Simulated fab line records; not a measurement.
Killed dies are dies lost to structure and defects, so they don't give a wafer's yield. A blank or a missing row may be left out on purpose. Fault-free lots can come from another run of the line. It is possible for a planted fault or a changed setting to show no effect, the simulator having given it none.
Split-lot experiment || flow n5Finfet || 7 lots, 21 wafers read, on a route of 1938 steps

THE SPLIT ITSELF
At N5_PASSIVATION_ETCH_54 (etches SiO2 in CHF3/O2, target depth 880 nm, time 440 s), the setting biasW was moved away from the recipe's 170 W on 7 of the 21 wafers read, by -17.4% to +15.1%. This setting was run at the recipe's value on the other wafers.

The reading is taken at the split's own step.

THE READING
rfVppV, in V, at N5_PASSIVATION_ETCH_54 (etches SiO2 in CHF3/O2, target depth 880 nm, time 440 s). Typical for fault-free wafers on this fab line: 515 V, with standard deviation 14 V.

{"wafer": "L075.2", "tool, chamber at the split": "rieDiel-05, 2", "biasW as run, W": 194.1, "against the recipe": "+14.2%", "rfVppV, V": 552, "against lot-mates on the recipe": "+39"}
{"wafer": "L075.3", "tool, chamber at the split": "rieDiel-05, 0", "biasW as run, W": 194.1, "against the recipe": "+14.2%", "rfVppV, V": 560, "against lot-mates on the recipe": "+47"}
{"wafer": "L075.6", "tool, chamber at the split": "rieDiel-05, 1", "biasW as run, W": 170, "against the recipe": "recipe", "rfVppV, V": 513, "against lot-mates on the recipe": "-"}
{"wafer": "L079.2", "tool, chamber at the split": "rieDiel-05, 1", "biasW as run, W": 140.5, "against the recipe": "-17.4%", "rfVppV, V": 441, "against lot-mates on the recipe": -66}
{"wafer": "L079.5", "tool, chamber at the split": "rieDiel-05, 1", "biasW as run, W": 170, "against the recipe": "recipe", "rfVppV, V": 513, "against lot-mates on the recipe": "-"}
{"wafer": "L079.6", "tool, chamber at the split": "rieDiel-05, 0", "biasW as run, W": 170, "against the recipe": "recipe", "rfVppV, V": 502, "against lot-mates on the recipe": "-"}
{"wafer": "L078.2", "tool, chamber at the split": "rieDiel-06, 2", "biasW as run, W": 157.5, "against the recipe": "-7.4%", "rfVppV, V": 498, "against lot-mates on the recipe": -18}
{"wafer": "L078.3", "tool, chamber at the split": "rieDiel-06, 0", "biasW as run, W": 170, "against the recipe": "recipe", "rfVppV, V": 507, "against lot-mates on the recipe": "-"}
{"wafer": "L078.6", "tool, chamber at the split": "rieDiel-06, 1", "biasW as run, W": 170, "against the recipe": "recipe", "rfVppV, V": 524, "against lot-mates on the recipe": "-"}
{"wafer": "L083.1", "tool, chamber at the split": "rieDiel-05, 2", "biasW as run, W": 170, "against the recipe": "recipe", "rfVppV, V": 495, "against lot-mates on the recipe": "-"}
{"wafer": "L083.4", "tool, chamber at the split": "rieDiel-05, 1", "biasW as run, W": 170, "against the recipe": "recipe", "rfVppV, V": 514, "against lot-mates on the recipe": "-"}
{"wafer": "L083.6", "tool, chamber at the split": "rieDiel-05, 0", "biasW as run, W": 170, "against the recipe": "recipe", "rfVppV, V": 502, "against lot-mates on the recipe": "-"}
{"wafer": "L082.1", "tool, chamber at the split": "rieDiel-02, 1", "biasW as run, W": 170, "against the recipe": "recipe", "rfVppV, V": 521, "against lot-mates on the recipe": "-"}
{"wafer": "L082.5", "tool, chamber at the split": "rieDiel-02, 0", "biasW as run, W": 153.3, "against the recipe": "-9.8%", "rfVppV, V": 495, "against lot-mates on the recipe": -26}
{"wafer": "L082.6", "tool, chamber at the split": "rieDiel-02, 3", "biasW as run, W": 153.3, "against the recipe": "-9.8%", "rfVppV, V": 459, "against lot-mates on the recipe": -62}
{"wafer": "L088.2", "tool, chamber at the split": "rieDiel-06, 3", "biasW as run, W": 170, "against the recipe": "recipe", "rfVppV, V": 532, "against lot-mates on the recipe": "-"}
{"wafer": "L088.5", "tool, chamber at the split": "rieDiel-06, 3", "biasW as run, W": 170, "against the recipe": "recipe", "rfVppV, V": 531, "against lot-mates on the recipe": "-"}
{"wafer": "L088.6", "tool, chamber at the split": "rieDiel-06, 0", "biasW as run, W": 170, "against the recipe": "recipe", "rfVppV, V": 503, "against lot-mates on the recipe": "-"}
{"wafer": "L087.1", "tool, chamber at the split": "rieDiel-05, 0", "biasW as run, W": 170, "against the recipe": "recipe", "rfVppV, V": 502, "against lot-mates on the recipe": "-"}
{"wafer": "L087.4", "tool, chamber at the split": "rieDiel-05, 0", "biasW as run, W": 170, "against the recipe": "recipe", "rfVppV, V": 504, "against lot-mates on the recipe": "-"}
{"wafer": "L087.5", "tool, chamber at the split": "rieDiel-05, 1", "biasW as run, W": 195.7, "against the recipe": "+15.1%", "rfVppV, V": 575, "against lot-mates on the recipe": "+72"}

FIT RESULTS
A straight line over all 21 wafers: rfVppV changes by +3.58 V for each +1% of biasW; r = +0.92; the points scatter about the line by 12 V.
The same after taking each lot's own level away (the mean of its wafers on the recipe; 21 wafers): +3.78 V for each +1%; r = +0.94; scatter 11 V.
The reading moves by 66 V for the largest change in biasW, on that fit.
The span of the lots' own levels, 503.0 to 522.0 V, comes to 1.4 times the standard deviation stated above.
The two slopes agree, so the slope changes little with the lot-to-lot level.
Check: with one of the wafers moved furthest among these (-17.4%) left out of the fit, the line predicts -65.9 V for it against its lot-mates. Against them it came out at -66.5 V.
Tool readings at the split's step, against how far the setting was moved: rfVppV r = +0.92.

OTHER SPLITS ON THESE WAFERS
These wafers also went through other splits before the reading. Each is held against what the fit with the lots' levels taken away leaves over:
{"other split on the same wafers": "N5_BEOL_M14_EXPOSE_07 doseMj", "wafers away from the commonest value": 9, "r with rfVppV (lot level and that fit taken away)": -0.21}
{"other split on the same wafers": "N5_BEOL_M15_PEB_26 pebTempC", "wafers away from the commonest value": 5, "r with rfVppV (lot level and that fit taken away)": "+0.14"}
{"other split on the same wafers": "N5_BEOL_M15_TRENCH_ETCH_34 timeS", "wafers away from the commonest value": 6, "r with rfVppV (lot level and that fit taken away)": -0.23}
{"other split on the same wafers": "N5_MIM_TOP_LITHO_EXPOSE_05 doseMj", "wafers away from the commonest value": 6, "r with rfVppV (lot level and that fit taken away)": "+0.27"}
{"other split on the same wafers": "N5_MIM_TOP_LITHO_DEVELOP_07 developTimeS", "wafers away from the commonest value": 8, "r with rfVppV (lot level and that fit taken away)": -0.16}

THE FILE'S OWN FIT
rfVppV changes by +3.87 V for each +1% of biasW, r = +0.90.
